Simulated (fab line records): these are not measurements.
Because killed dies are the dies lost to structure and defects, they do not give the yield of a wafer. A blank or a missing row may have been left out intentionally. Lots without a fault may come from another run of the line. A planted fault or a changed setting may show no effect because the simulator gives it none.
fab line records + flow n5-finfet
[record]
- lots = 24
- wafers = 72
- last-day = 18
route steps=1938 shown BEOL_M2@907
lots that met no fault: from a run of the same line without faults
start-h: hours from the record's first day to the start of the lot's first wafer shown + wait-h: how many hours have passed since the lot's step before this one + " same as the row above + L1.1+2: several wafers, shown together as one row + - no value, or no start given + * or withheld: withheld + < > ~ a bound
route shown NAME@n: NAME is a module with steps in the file, n the number in the route of the first one + usual: mean and standard deviation over wafers with no fault + same: alike in all rows + chamber/n: place in a boat + sites: each site's reading + _std_site: standard deviation of those values + _edge_site: the outer-site mean with the inner-site mean subtracted + radius-mm: how far each site lies from the wafer's centre + mask NAME#n: copy n + behind: the tool/chamber that last shaped the wafer + hold: why the lot was held/for how many hours/how that ended + device: which transistor (n, p or np) failed to switch + end of line: the tests these same wafers got at the end of their route + a step given without rows: its recipe and nothing more + killed: count of dies lost to structure and defects at first sort (not the wafer's yield) + map: a wafer's dies, x killed, . not, _ none there
set.NAME: setting as actually run; set.NAME@STEP: the setting as run at that earlier step + model.NAME: the simulator's own value behind a step, which no gauge read
route steps across a sampled set of lots; one table per step, one row per wafer
[[steps]]
[step N5_BEOL_M2_ANNEAL_80]
[recipe]
- temp-c = 400
- time-s = 240
- ambient = vacuum
[usual]
- heater-power-w = 824/88
| lot.wafer | tool           | chamber | start-h | wait-h | heater-power-w |
|-----------|----------------|---------|---------|--------|----------------|
| L074.3    | pvd-sputter-02 | -       | 142.48  | 0.0    | 795            |
| L074.5    | "              | -       | "       | "      | 932            |
| L074.6    | "              | -       | "       | "      | 936            |
| L076.1    | pvd-sputter-01 | -       | 147.62  | 0.0    | 579            |
| L076.4    | "              | -       | "       | "      | 812            |
| L076.6    | "              | -       | "       | "      | 767            |
| L075.2    | pvd-sputter-02 | -       | 152.44  | 0.0    | 838            |
| L075.5    | "              | -       | "       | "      | 937            |
| L075.6    | "              | -       | "       | "      | 823            |
| L077.2    | pvd-sputter-01 | -       | 158.00  | 0.0    | 812            |
| L077.3    | "              | -       | "       | "      | 796            |
| L077.4    | "              | -       | "       | "      | 812            |
| L078.3    | pvd-sputter-02 | -       | 166.97  | 0.1    | 827            |
| L078.4    | "              | -       | "       | "      | 911            |
| L078.6    | "              | -       | "       | "      | 842            |
| L079.1    | pvd-sputter-01 | -       | 171.99  | 0.0    | 818            |
| L079.4    | "              | -       | "       | "      | 805            |
| L079.6    | "              | -       | "       | "      | 782            |
| L080.1    | pvd-sputter-01 | -       | 177.25  | 0.0    | 592            |
| L080.2    | "              | -       | "       | "      | 759            |
| L080.3    | "              | -       | "       | "      | 809            |
| L081.2    | pvd-sputter-03 | -       | 178.96  | 0.0    | 831            |
| L081.4    | "              | -       | "       | "      | 764            |
| L081.6    | "              | -       | "       | "      | 864            |
| L082.2    | pvd-sputter-01 | -       | 188.24  | 0.0    | 790            |
| L082.3    | "              | -       | "       | "      | 767            |
| L082.6    | "              | -       | "       | "      | 803            |
| L083.1    | pvd-sputter-03 | -       | 193.54  | 0.0    | 769            |
| L083.3    | "              | -       | "       | "      | 877            |
| L083.6    | "              | -       | "       | "      | 765            |
| L084.1    | pvd-sputter-03 | -       | 195.49  | 0.0    | 877            |
| L084.2    | "              | -       | "       | "      | 863            |
| L084.5    | "              | -       | "       | "      | 884            |
| L085.4    | pvd-sputter-02 | -       | 213.23  | 0.0    | 851            |
| L085.5    | "              | -       | "       | "      | 939            |
| L085.6    | "              | -       | "       | "      | 937            |
| L086.2    | pvd-sputter-03 | -       | 213.28  | 0.0    | 751            |
| L086.4    | "              | -       | "       | "      | 848            |
| L086.6    | "              | -       | "       | "      | 864            |
| L088.1    | pvd-sputter-02 | -       | 220.17  | 0.0    | 968            |
| L088.2    | "              | -       | "       | "      | 821            |
| L088.3    | "              | -       | "       | "      | 882            |
| L087.1    | pvd-sputter-03 | -       | 221.75  | 0.0    | 887            |
| L087.2    | "              | -       | "       | "      | 877            |
| L087.3    | "              | -       | "       | "      | 772            |
| L089.1    | pvd-sputter-01 | -       | 226.80  | 0.0    | 790            |
| L089.3    | "              | -       | "       | "      | 766            |
| L089.4    | "              | -       | "       | "      | 590            |
| L091.3    | pvd-sputter-03 | -       | 236.46  | 0.0    | 769            |
| L091.4    | "              | -       | "       | "      | 866            |
| L091.6    | "              | -       | "       | "      | 855            |
| L090.2    | pvd-sputter-02 | -       | 236.92  | 0.0    | 911            |
| L090.3    | "              | -       | "       | "      | 817            |
| L090.5    | "              | -       | "       | "      | 946            |
| L093.1    | pvd-sputter-02 | -       | 252.16  | 0.0    | 825            |
| L093.4    | "              | -       | "       | "      | 857            |
| L093.6    | "              | -       | "       | "      | 845            |
| L092.2    | pvd-sputter-01 | -       | 270.16  | 0.0    | 768            |
| L092.4    | "              | -       | "       | "      | 805            |
| L092.6    | "              | -       | "       | "      | 786            |
| L094.1    | pvd-sputter-03 | -       | 271.19  | 0.0    | 856            |
| L094.2    | "              | -       | "       | "      | 758            |
| L094.3    | "              | -       | "       | "      | 839            |
| L095.3    | pvd-sputter-03 | -       | 273.64  | 0.0    | 887            |
| L095.5    | "              | -       | "       | "      | 858            |
| L095.6    | "              | -       | "       | "      | 743            |
| L096.2    | pvd-sputter-02 | -       | 280.08  | 0.0    | 840            |
| L096.3    | "              | -       | "       | "      | 924            |
| L096.5    | "              | -       | "       | "      | 865            |
| L097.2    | pvd-sputter-01 | -       | 283.42  | 0.0    | 798            |
| L097.4    | "              | -       | "       | "      | 794            |
| L097.5    | "              | -       | "       | "      | 813            |
[step N5_BEOL_M2_SPUTTER_86]
[recipe]
- material = Cu
- target-thk-a = 45
- temp-c = -20
- chamber-pressure-pa = 0.07
- power-w = withheld
- time-s = 8.29
[usual]
- throttle-valve-pct = 30.1/1.4
| lot.wafer | tool           | chamber | start-h | wait-h | throttle-valve-pct |
|-----------|----------------|---------|---------|--------|--------------------|
| L074.3    | pvd-sputter-02 | -       | 142.84  | 0.1    | 30.6               |
| L074.5    | "              | -       | "       | "      | 29.2               |
| L074.6    | "              | -       | "       | "      | 30.3               |
| L076.1    | pvd-sputter-01 | -       | 147.98  | 0.1    | 30.8               |
| L076.4    | "              | -       | "       | "      | 28.5               |
| L076.6    | "              | -       | "       | "      | 28.8               |
| L075.2    | pvd-sputter-02 | -       | 152.80  | 0.1    | 30.5               |
| L075.5    | "              | -       | "       | "      | 29.2               |
| L075.6    | "              | -       | "       | "      | 30.6               |
| L077.2    | pvd-sputter-01 | -       | 158.36  | 0.1    | 28.6               |
| L077.3    | "              | -       | "       | "      | 27.3               |
| L077.4    | "              | -       | "       | "      | 28.7               |
| L078.3    | pvd-sputter-02 | -       | 167.69  | 0.1    | 30.7               |
| L078.4    | "              | -       | "       | "      | 29.0               |
| L078.6    | "              | -       | "       | "      | 30.8               |
| L079.1    | pvd-sputter-01 | -       | 172.35  | 0.1    | 28.6               |
| L079.4    | "              | -       | "       | "      | 28.7               |
| L079.6    | "              | -       | "       | "      | 27.7               |
| L080.1    | pvd-sputter-01 | -       | 177.61  | 0.1    | 30.6               |
| L080.2    | "              | -       | "       | "      | 28.9               |
| L080.3    | "              | -       | "       | "      | 28.4               |
| L081.2    | pvd-sputter-03 | -       | 179.32  | 0.1    | 31.3               |
| L081.4    | "              | -       | "       | "      | 31.5               |
| L081.6    | "              | -       | "       | "      | 31.4               |
| L082.2    | pvd-sputter-01 | -       | 188.60  | 0.1    | 28.8               |
| L082.3    | "              | -       | "       | "      | 28.9               |
| L082.6    | "              | -       | "       | "      | 27.1               |
| L083.1    | pvd-sputter-03 | -       | 193.90  | 0.1    | 31.8               |
| L083.3    | "              | -       | "       | "      | 31.2               |
| L083.6    | "              | -       | "       | "      | 31.6               |
| L084.1    | pvd-sputter-03 | -       | 195.85  | 0.1    | 31.0               |
| L084.2    | "              | -       | "       | "      | 31.3               |
| L084.5    | "              | -       | "       | "      | 31.1               |
| L085.4    | pvd-sputter-02 | -       | 213.59  | 0.1    | 30.7               |
| L085.5    | "              | -       | "       | "      | 30.3               |
| L085.6    | "              | -       | "       | "      | 29.0               |
| L086.2    | pvd-sputter-03 | -       | 213.64  | 0.1    | 31.7               |
| L086.4    | "              | -       | "       | "      | 31.3               |
| L086.6    | "              | -       | "       | "      | 31.3               |
| L088.1    | pvd-sputter-02 | -       | 220.53  | 0.1    | 30.1               |
| L088.2    | "              | -       | "       | "      | 30.6               |
| L088.3    | "              | -       | "       | "      | 31.0               |
| L087.1    | pvd-sputter-03 | -       | 222.11  | 0.1    | 31.5               |
| L087.2    | "              | -       | "       | "      | 31.4               |
| L087.3    | "              | -       | "       | "      | 31.9               |
| L089.1    | pvd-sputter-01 | -       | 227.16  | 0.1    | 27.0               |
| L089.3    | "              | -       | "       | "      | 29.0               |
| L089.4    | "              | -       | "       | "      | 31.0               |
| L091.3    | pvd-sputter-03 | -       | 236.82  | 0.1    | 31.5               |
| L091.4    | "              | -       | "       | "      | 31.8               |
| L091.6    | "              | -       | "       | "      | 31.1               |
| L090.2    | pvd-sputter-02 | -       | 237.28  | 0.1    | 30.1               |
| L090.3    | "              | -       | "       | "      | 30.6               |
| L090.5    | "              | -       | "       | "      | 30.0               |
| L093.1    | pvd-sputter-02 | -       | 252.52  | 0.1    | 30.8               |
| L093.4    | "              | -       | "       | "      | 31.0               |
| L093.6    | "              | -       | "       | "      | 30.4               |
| L092.2    | pvd-sputter-01 | -       | 270.52  | 0.1    | 27.2               |
| L092.4    | "              | -       | "       | "      | 28.6               |
| L092.6    | "              | -       | "       | "      | 27.1               |
| L094.1    | pvd-sputter-03 | -       | 271.55  | 0.1    | 31.7               |
| L094.2    | "              | -       | "       | "      | 31.7               |
| L094.3    | "              | -       | "       | "      | 31.3               |
| L095.3    | pvd-sputter-03 | -       | 274.00  | 0.1    | 31.3               |
| L095.5    | "              | -       | "       | "      | 31.2               |
| L095.6    | "              | -       | "       | "      | 31.5               |
| L096.2    | pvd-sputter-02 | -       | 280.44  | 0.1    | 30.7               |
| L096.3    | "              | -       | "       | "      | 30.2               |
| L096.5    | "              | -       | "       | "      | 31.0               |
| L097.2    | pvd-sputter-01 | -       | 283.78  | 0.1    | 28.6               |
| L097.4    | "              | -       | "       | "      | 28.8               |
| L097.5    | "              | -       | "       | "      | 28.5               |
[step N5_BEOL_M2_ANNEAL_87]
[recipe]
- temp-c = 400
- time-s = 240
- ambient = vacuum
[usual]
- heater-power-w = 823/86
| lot.wafer | tool           | chamber | start-h | wait-h | heater-power-w |
|-----------|----------------|---------|---------|--------|----------------|
| L074.3    | pvd-sputter-02 | -       | 142.92  | 0.0    | 831            |
| L074.5    | "              | -       | "       | "      | 916            |
| L074.6    | "              | -       | "       | "      | 916            |
| L076.1    | pvd-sputter-01 | -       | 148.06  | 0.0    | 601            |
| L076.4    | "              | -       | "       | "      | 809            |
| L076.6    | "              | -       | "       | "      | 773            |
| L075.2    | pvd-sputter-02 | -       | 152.88  | 0.0    | 825            |
| L075.5    | "              | -       | "       | "      | 931            |
| L075.6    | "              | -       | "       | "      | 828            |
| L077.2    | pvd-sputter-01 | -       | 158.44  | 0.0    | 813            |
| L077.3    | "              | -       | "       | "      | 801            |
| L077.4    | "              | -       | "       | "      | 814            |
| L078.3    | pvd-sputter-02 | -       | 167.85  | 0.1    | 847            |
| L078.4    | "              | -       | "       | "      | 914            |
| L078.6    | "              | -       | "       | "      | 826            |
| L079.1    | pvd-sputter-01 | -       | 172.43  | 0.0    | 776            |
| L079.4    | "              | -       | "       | "      | 810            |
| L079.6    | "              | -       | "       | "      | 798            |
| L080.1    | pvd-sputter-01 | -       | 177.69  | 0.0    | 607            |
| L080.2    | "              | -       | "       | "      | 778            |
| L080.3    | "              | -       | "       | "      | 821            |
| L081.2    | pvd-sputter-03 | -       | 179.40  | 0.0    | 872            |
| L081.4    | "              | -       | "       | "      | 745            |
| L081.6    | "              | -       | "       | "      | 881            |
| L082.2    | pvd-sputter-01 | -       | 188.68  | 0.0    | 814            |
| L082.3    | "              | -       | "       | "      | 776            |
| L082.6    | "              | -       | "       | "      | 774            |
| L083.1    | pvd-sputter-03 | -       | 193.98  | 0.0    | 758            |
| L083.3    | "              | -       | "       | "      | 865            |
| L083.6    | "              | -       | "       | "      | 778            |
| L084.1    | pvd-sputter-03 | -       | 195.93  | 0.0    | 876            |
| L084.2    | "              | -       | "       | "      | 865            |
| L084.5    | "              | -       | "       | "      | 885            |
| L085.4    | pvd-sputter-02 | -       | 213.67  | 0.0    | 874            |
| L085.5    | "              | -       | "       | "      | 970            |
| L085.6    | "              | -       | "       | "      | 918            |
| L086.2    | pvd-sputter-03 | -       | 213.72  | 0.0    | 761            |
| L086.4    | "              | -       | "       | "      | 862            |
| L086.6    | "              | -       | "       | "      | 856            |
| L088.1    | pvd-sputter-02 | -       | 220.61  | 0.0    | 918            |
| L088.2    | "              | -       | "       | "      | 802            |
| L088.3    | "              | -       | "       | "      | 832            |
| L087.1    | pvd-sputter-03 | -       | 222.19  | 0.0    | 889            |
| L087.2    | "              | -       | "       | "      | 864            |
| L087.3    | "              | -       | "       | "      | 782            |
| L089.1    | pvd-sputter-01 | -       | 227.24  | 0.0    | 785            |
| L089.3    | "              | -       | "       | "      | 760            |
| L089.4    | "              | -       | "       | "      | 584            |
| L091.3    | pvd-sputter-03 | -       | 236.90  | 0.0    | 773            |
| L091.4    | "              | -       | "       | "      | 873            |
| L091.6    | "              | -       | "       | "      | 861            |
| L090.2    | pvd-sputter-02 | -       | 237.36  | 0.0    | 949            |
| L090.3    | "              | -       | "       | "      | 822            |
| L090.5    | "              | -       | "       | "      | 937            |
| L093.1    | pvd-sputter-02 | -       | 252.60  | 0.0    | 826            |
| L093.4    | "              | -       | "       | "      | 827            |
| L093.6    | "              | -       | "       | "      | 819            |
| L092.2    | pvd-sputter-01 | -       | 270.60  | 0.0    | 770            |
| L092.4    | "              | -       | "       | "      | 816            |
| L092.6    | "              | -       | "       | "      | 810            |
| L094.1    | pvd-sputter-03 | -       | 271.63  | 0.0    | 858            |
| L094.2    | "              | -       | "       | "      | 759            |
| L094.3    | "              | -       | "       | "      | 866            |
| L095.3    | pvd-sputter-03 | -       | 274.08  | 0.0    | 857            |
| L095.5    | "              | -       | "       | "      | 847            |
| L095.6    | "              | -       | "       | "      | 755            |
| L096.2    | pvd-sputter-02 | -       | 280.52  | 0.0    | 859            |
| L096.3    | "              | -       | "       | "      | 934            |
| L096.5    | "              | -       | "       | "      | 846            |
| L097.2    | pvd-sputter-01 | -       | 283.86  | 0.0    | 791            |
| L097.4    | "              | -       | "       | "      | 786            |
| L097.5    | "              | -       | "       | "      | 818            |
[step N5_BEOL_M2_SPUTTER_96]
[recipe]
- material = Cu
- target-thk-a = 45
- temp-c = -20
- chamber-pressure-pa = 0.07
- power-w = withheld
- time-s = 8.29
[usual]
- throttle-valve-pct = 30.1/1.4
| lot.wafer | tool           | chamber | start-h | wait-h | throttle-valve-pct |
|-----------|----------------|---------|---------|--------|--------------------|
| L074.3    | pvd-sputter-02 | -       | 143.94  | 0.1    | 30.3               |
| L074.5    | "              | -       | "       | "      | 29.2               |
| L074.6    | "              | -       | "       | "      | 30.4               |
| L076.1    | pvd-sputter-01 | -       | 149.08  | 0.1    | 30.5               |
| L076.4    | "              | -       | "       | "      | 28.6               |
| L076.6    | "              | -       | "       | "      | 29.0               |
| L075.2    | pvd-sputter-02 | -       | 153.90  | 0.1    | 30.8               |
| L075.5    | "              | -       | "       | "      | 29.0               |
| L075.6    | "              | -       | "       | "      | 30.5               |
| L077.2    | pvd-sputter-01 | -       | 159.46  | 0.1    | 28.6               |
| L077.3    | "              | -       | "       | "      | 27.3               |
| L077.4    | "              | -       | "       | "      | 28.7               |
| L078.3    | pvd-sputter-02 | -       | 168.87  | 0.1    | 30.5               |
| L078.4    | "              | -       | "       | "      | 29.1               |
| L078.6    | "              | -       | "       | "      | 31.0               |
| L079.1    | pvd-sputter-01 | -       | 173.45  | 0.1    | 28.7               |
| L079.4    | "              | -       | "       | "      | 28.5               |
| L079.6    | "              | -       | "       | "      | 27.2               |
| L080.1    | pvd-sputter-01 | -       | 178.71  | 0.1    | 30.6               |
| L080.2    | "              | -       | "       | "      | 28.9               |
| L080.3    | "              | -       | "       | "      | 28.3               |
| L081.2    | pvd-sputter-03 | -       | 180.42  | 0.1    | 31.5               |
| L081.4    | "              | -       | "       | "      | 31.6               |
| L081.6    | "              | -       | "       | "      | 31.4               |
| L082.2    | pvd-sputter-01 | -       | 189.70  | 0.1    | 28.4               |
| L082.3    | "              | -       | "       | "      | 29.0               |
| L082.6    | "              | -       | "       | "      | 27.3               |
| L083.1    | pvd-sputter-03 | -       | 195.00  | 0.1    | 31.4               |
| L083.3    | "              | -       | "       | "      | 31.4               |
| L083.6    | "              | -       | "       | "      | 31.5               |
| L084.1    | pvd-sputter-03 | -       | 196.95  | 0.1    | 31.4               |
| L084.2    | "              | -       | "       | "      | 31.5               |
| L084.5    | "              | -       | "       | "      | 31.0               |
| L085.4    | pvd-sputter-02 | -       | 214.69  | 0.1    | 31.0               |
| L085.5    | "              | -       | "       | "      | 30.4               |
| L085.6    | "              | -       | "       | "      | 29.1               |
| L086.2    | pvd-sputter-03 | -       | 214.74  | 0.1    | 31.5               |
| L086.4    | "              | -       | "       | "      | 31.3               |
| L086.6    | "              | -       | "       | "      | 31.5               |
| L088.1    | pvd-sputter-02 | -       | 221.63  | 0.1    | 30.0               |
| L088.2    | "              | -       | "       | "      | 30.8               |
| L088.3    | "              | -       | "       | "      | 31.0               |
| L087.1    | pvd-sputter-03 | -       | 223.21  | 0.1    | 31.5               |
| L087.2    | "              | -       | "       | "      | 31.4               |
| L087.3    | "              | -       | "       | "      | 31.5               |
| L089.1    | pvd-sputter-01 | -       | 228.26  | 0.1    | 27.4               |
| L089.3    | "              | -       | "       | "      | 28.9               |
| L089.4    | "              | -       | "       | "      | 30.9               |
| L091.3    | pvd-sputter-03 | -       | 237.92  | 0.1    | 31.4               |
| L091.4    | "              | -       | "       | "      | 31.3               |
| L091.6    | "              | -       | "       | "      | 31.0               |
| L090.2    | pvd-sputter-02 | -       | 238.38  | 0.1    | 30.1               |
| L090.3    | "              | -       | "       | "      | 30.7               |
| L090.5    | "              | -       | "       | "      | 30.1               |
| L093.1    | pvd-sputter-02 | -       | 253.62  | 0.1    | 30.7               |
| L093.4    | "              | -       | "       | "      | 30.7               |
| L093.6    | "              | -       | "       | "      | 30.6               |
| L092.2    | pvd-sputter-01 | -       | 271.62  | 0.1    | 27.2               |
| L092.4    | "              | -       | "       | "      | 28.5               |
| L092.6    | "              | -       | "       | "      | 27.4               |
| L094.1    | pvd-sputter-03 | -       | 272.65  | 0.1    | 31.6               |
| L094.2    | "              | -       | "       | "      | 31.9               |
| L094.3    | "              | -       | "       | "      | 31.1               |
| L095.3    | pvd-sputter-03 | -       | 275.10  | 0.1    | 31.5               |
| L095.5    | "              | -       | "       | "      | 31.1               |
| L095.6    | "              | -       | "       | "      | 32.0               |
| L096.2    | pvd-sputter-02 | -       | 281.54  | 0.1    | 31.0               |
| L096.3    | "              | -       | "       | "      | 30.3               |
| L096.5    | "              | -       | "       | "      | 31.2               |
| L097.2    | pvd-sputter-01 | -       | 284.88  | 0.1    | 28.5               |
| L097.4    | "              | -       | "       | "      | 28.9               |
| L097.5    | "              | -       | "       | "      | 28.6               |
[step N5_BEOL_M2_ANNEAL_51]
[recipe]
- temp-c = 225
- time-s = 90
- ambient = N2
[usual]
- wafer_temp_C_max = 226.05/0.26
| lot.wafer | tool          | chamber | start-h | wait-h | wafer_temp_C_max |
|-----------|---------------|---------|---------|--------|------------------|
| L074.3    | rtp-anneal-01 | 0       | 144.22  | 0.1    | 225.86           |
| L074.5    | "             | 0       | "       | "      | 226.07           |
| L074.6    | "             | 0       | "       | "      | 226.12           |
| L076.1    | rtp-anneal-01 | 0       | 149.28  | 0.1    | 226.89           |
| L076.4    | "             | 0       | "       | "      | 225.89           |
| L076.6    | "             | 0       | "       | "      | 226.42           |
| L075.2    | rtp-anneal-01 | 0       | 154.14  | 0.1    | 226.02           |
| L075.5    | "             | 0       | "       | "      | 225.78           |
| L075.6    | "             | 0       | "       | "      | 225.84           |
| L077.2    | rtp-anneal-01 | 0       | 159.82  | 0.2    | 225.98           |
| L077.3    | "             | 0       | "       | "      | 225.98           |
| L077.4    | "             | 0       | "       | "      | 225.96           |
| L078.3    | rtp-anneal-02 | 0       | 169.16  | 0.1    | 226.44           |
| L078.4    | "             | 0       | "       | "      | 225.97           |
| L078.6    | "             | 0       | "       | "      | 225.89           |
| L079.1    | rtp-anneal-02 | 0       | 173.65  | 0.1    | 226.37           |
| L079.4    | "             | 0       | "       | "      | 226.20           |
| L079.6    | "             | 0       | "       | "      | 226.34           |
| L080.1    | rtp-anneal-01 | 0       | 178.97  | 0.1    | 226.36           |
| L080.2    | "             | 0       | "       | "      | 225.51           |
| L080.3    | "             | 0       | "       | "      | 226.22           |
| L081.2    | rtp-anneal-02 | 0       | 180.86  | 0.3    | 225.88           |
| L081.4    | "             | 0       | "       | "      | 226.33           |
| L081.6    | "             | 0       | "       | "      | 225.76           |
| L082.2    | rtp-anneal-01 | 0       | 189.94  | 0.1    | 226.03           |
| L082.3    | "             | 0       | "       | "      | 225.83           |
| L082.6    | "             | 0       | "       | "      | 226.04           |
| L083.1    | rtp-anneal-01 | 0       | 195.20  | 0.1    | 225.75           |
| L083.3    | "             | 0       | "       | "      | 225.92           |
| L083.6    | "             | 0       | "       | "      | 225.66           |
| L084.1    | rtp-anneal-02 | 0       | 197.14  | 0.1    | 225.94           |
| L084.2    | "             | 0       | "       | "      | 226.30           |
| L084.5    | "             | 0       | "       | "      | 226.20           |
| L086.2    | rtp-anneal-02 | 0       | 214.98  | 0.1    | 226.31           |
| L086.4    | "             | 0       | "       | "      | 226.04           |
| L086.6    | "             | 0       | "       | "      | 225.93           |
| L085.4    | rtp-anneal-01 | 0       | 215.02  | 0.2    | 226.17           |
| L085.5    | "             | 0       | "       | "      | 226.11           |
| L085.6    | "             | 0       | "       | "      | 225.76           |
| L088.1    | rtp-anneal-02 | 0       | 221.83  | 0.1    | 225.82           |
| L088.2    | "             | 0       | "       | "      | 226.37           |
| L088.3    | "             | 0       | "       | "      | 225.82           |
| L087.1    | rtp-anneal-02 | 0       | 223.40  | 0.1    | 226.39           |
| L087.2    | "             | 0       | "       | "      | 226.20           |
| L087.3    | "             | 0       | "       | "      | 226.36           |
| L089.1    | rtp-anneal-01 | 0       | 228.46  | 0.1    | 225.87           |
| L089.3    | "             | 0       | "       | "      | 225.77           |
| L089.4    | "             | 0       | "       | "      | 225.51           |
| L091.3    | rtp-anneal-01 | 0       | 238.21  | 0.1    | 225.53           |
| L091.4    | "             | 0       | "       | "      | 225.74           |
| L091.6    | "             | 0       | "       | "      | 225.92           |
| L090.2    | rtp-anneal-01 | 0       | 238.63  | 0.1    | 226.26           |
| L090.3    | "             | 0       | "       | "      | 225.78           |
| L090.5    | "             | 0       | "       | "      | 226.13           |
| L093.1    | rtp-anneal-02 | 0       | 253.82  | 0.1    | 225.85           |
| L093.4    | "             | 0       | "       | "      | 226.41           |
| L093.6    | "             | 0       | "       | "      | 225.99           |
| L092.2    | rtp-anneal-01 | 0       | 271.91  | 0.2    | 226.22           |
| L092.4    | "             | 0       | "       | "      | 225.56           |
| L092.6    | "             | 0       | "       | "      | 225.92           |
| L094.1    | rtp-anneal-02 | 0       | 272.97  | 0.2    | 226.67           |
| L094.2    | "             | 0       | "       | "      | 225.99           |
| L094.3    | "             | 0       | "       | "      | 226.09           |
| L095.3    | rtp-anneal-02 | 0       | 275.38  | 0.1    | 226.38           |
| L095.5    | "             | 0       | "       | "      | 226.31           |
| L095.6    | "             | 0       | "       | "      | 226.40           |
| L096.2    | rtp-anneal-01 | 0       | 281.92  | 0.3    | 226.27           |
| L096.3    | "             | 0       | "       | "      | 226.19           |
| L096.5    | "             | 0       | "       | "      | 225.94           |
| L097.2    | rtp-anneal-02 | 0       | 286.75  | 1.7    | 225.51           |
| L097.4    | "             | 0       | "       | "      | 226.07           |
| L097.5    | "             | 0       | "       | "      | 226.06           |
[step N5_BEOL_M2_THK_MEAS_53]
[recipe]
- thk-meas-gauge = xrf
- reads = Cu_of_BEOL_M2_ECD_50
[usual]
- M2_THK = 38.7/1.8
| lot.wafer | tool          | chamber | start-h | wait-h | M2_THK[nm] |
|-----------|---------------|---------|---------|--------|------------|
| L074.3    | film-metro-01 | -       | 144.73  | -      | 40.8       |
| L074.5    | "             | -       | "       | "      | 39.4       |
| L074.6    | "             | -       | "       | "      | 39.3       |
| L076.1    | film-metro-01 | -       | 149.88  | -      | 40.6       |
| L076.4    | "             | -       | "       | "      | 40.6       |
| L076.6    | "             | -       | "       | "      | 40.4       |
| L075.2    | film-metro-02 | -       | 154.69  | -      | 39.2       |
| L075.5    | "             | -       | "       | "      | 37.5       |
| L075.6    | "             | -       | "       | "      | 38.5       |
| L077.2    | film-metro-01 | -       | 160.38  | -      | 39.3       |
| L077.3    | "             | -       | "       | "      | 36.6       |
| L077.4    | "             | -       | "       | "      | 39.0       |
| L078.3    | film-metro-01 | -       | 169.66  | -      | 40.1       |
| L078.4    | "             | -       | "       | "      | 40.4       |
| L078.6    | "             | -       | "       | "      | 38.8       |
| L079.1    | film-metro-02 | -       | 174.24  | -      | 39.5       |
| L079.4    | "             | -       | "       | "      | 38.9       |
| L079.6    | "             | -       | "       | "      | 35.0       |
| L080.1    | film-metro-02 | -       | 179.56  | -      | 38.5       |
| L080.2    | "             | -       | "       | "      | 39.5       |
| L080.3    | "             | -       | "       | "      | 39.7       |
| L081.2    | film-metro-02 | -       | 181.41  | -      | 41.5       |
| L081.4    | "             | -       | "       | "      | 37.2       |
| L081.6    | "             | -       | "       | "      | 40.9       |
| L082.2    | film-metro-01 | -       | 190.49  | -      | 38.4       |
| L082.3    | "             | -       | "       | "      | 37.2       |
| L082.6    | "             | -       | "       | "      | 39.6       |
| L083.1    | film-metro-02 | -       | 195.80  | -      | 42.7       |
| L083.3    | "             | -       | "       | "      | 38.5       |
| L083.6    | "             | -       | "       | "      | 38.5       |
| L084.1    | film-metro-01 | -       | 197.74  | -      | 38.1       |
| L084.2    | "             | -       | "       | "      | 37.5       |
| L084.5    | "             | -       | "       | "      | 36.7       |
| L085.4    | film-metro-02 | -       | 215.48  | -      | 36.6       |
| L085.5    | "             | -       | "       | "      | 36.5       |
| L085.6    | "             | -       | "       | "      | 35.7       |
| L086.2    | film-metro-01 | -       | 215.53  | -      | 41.1       |
| L086.4    | "             | -       | "       | "      | 38.8       |
| L086.6    | "             | -       | "       | "      | 42.0       |
| L088.1    | film-metro-01 | -       | 222.42  | -      | 41.0       |
| L088.2    | "             | -       | "       | "      | 39.8       |
| L088.3    | "             | -       | "       | "      | 37.3       |
| L087.1    | film-metro-02 | -       | 224.01  | -      | 37.6       |
| L087.2    | "             | -       | "       | "      | 41.3       |
| L087.3    | "             | -       | "       | "      | 39.9       |
| L089.1    | film-metro-01 | -       | 229.06  | -      | 37.2       |
| L089.3    | "             | -       | "       | "      | 38.4       |
| L089.4    | "             | -       | "       | "      | 39.4       |
| L091.3    | film-metro-02 | -       | 238.71  | -      | 38.2       |
| L091.4    | "             | -       | "       | "      | 39.4       |
| L091.6    | "             | -       | "       | "      | 37.2       |
| L090.2    | film-metro-02 | -       | 239.18  | -      | 38.7       |
| L090.3    | "             | -       | "       | "      | 41.9       |
| L090.5    | "             | -       | "       | "      | 38.3       |
| L093.1    | film-metro-02 | -       | 254.41  | -      | 38.2       |
| L093.4    | "             | -       | "       | "      | 39.3       |
| L093.6    | "             | -       | "       | "      | 38.6       |
| L092.2    | film-metro-01 | -       | 272.68  | -      | 38.5       |
| L092.4    | "             | -       | "       | "      | 36.3       |
| L092.6    | "             | -       | "       | "      | 37.8       |
| L094.1    | film-metro-01 | -       | 273.56  | -      | 36.8       |
| L094.2    | "             | -       | "       | "      | 37.6       |
| L094.3    | "             | -       | "       | "      | 36.9       |
| L095.3    | film-metro-02 | -       | 275.88  | -      | 35.7       |
| L095.5    | "             | -       | "       | "      | 36.3       |
| L095.6    | "             | -       | "       | "      | 39.0       |
| L096.2    | film-metro-02 | -       | 282.69  | -      | 39.6       |
| L096.3    | "             | -       | "       | "      | 39.6       |
| L096.5    | "             | -       | "       | "      | 41.2       |
| L097.2    | film-metro-01 | -       | 287.30  | -      | 37.8       |
| L097.4    | "             | -       | "       | "      | 41.8       |
| L097.5    | "             | -       | "       | "      | 41.1       |
[[key]]
fault none
